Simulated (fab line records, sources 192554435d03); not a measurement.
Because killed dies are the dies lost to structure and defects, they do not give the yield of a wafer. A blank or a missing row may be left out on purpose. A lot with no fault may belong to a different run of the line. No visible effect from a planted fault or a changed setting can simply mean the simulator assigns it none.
Matching of chambers + flow n5Finfet + 4 sister chambers for N5_BEOL_M12_ETCH_38 on rieDiel-06
The step etches SiCN in CF4/N2, target depth 68.7 nm, time 73.4 s. 4 wafers are shown with their chamber, then 8 later ones without.

WAFERS WITH THEIR CHAMBER
| wafer  | chamber | throttleValvePct (%) |
|--------|---------|----------------------|
| L080.5 | 3       | 15.46                |
| L082.5 | 0       | 15.19                |
| L088.5 | 2       | 15.80                |
| L085.1 | 1       | 15.64                |

WAFERS MISSING THEIR CHAMBER
| wafer  | throttleValvePct (%) |
|--------|----------------------|
| L085.4 | 15.48                |
| L085.5 | 15.67                |
| L087.1 | 15.65                |
| L087.5 | 15.52                |
| L087.6 | 15.81                |
| L094.1 | 15.52                |
| L094.4 | 15.27                |
| L094.5 | 15.82                |

THE CHAMBER EACH PASSED THROUGH
| wafer  | from the rows above     | in truth |
|--------|-------------------------|----------|
| L085.4 | 3                       | 3        |
| L085.5 | 1                       | 1        |
| L087.1 | 1                       | 1        |
| L087.5 | can't be placed: 3 or 1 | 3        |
| L087.6 | 2                       | 2        |
| L094.1 | can't be placed: 3 or 1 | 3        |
| L094.4 | 0                       | 0        |
| L094.5 | 2                       | 2        |
Correctly placed: 6 of 8. Cannot be placed on the basis of these rows: 2; the candidates contain the true chamber in 2. 0 placed wrongly.
How it was worked out, from the rows above alone: a wafer's distance from a chamber is the root of the sum, over the readings, of the square of ((its reading less the chamber's mean) divided by the reading's scatter). If the next closest chamber is less than 2 further off than the closest, the wafer can't be placed; otherwise it belongs to the closest. A chamber's mean is the mean of its shown wafers. The scatter: with one shown wafer a chamber, the root of the mean of the squares of how far each hidden wafer lies from its nearest shown one.
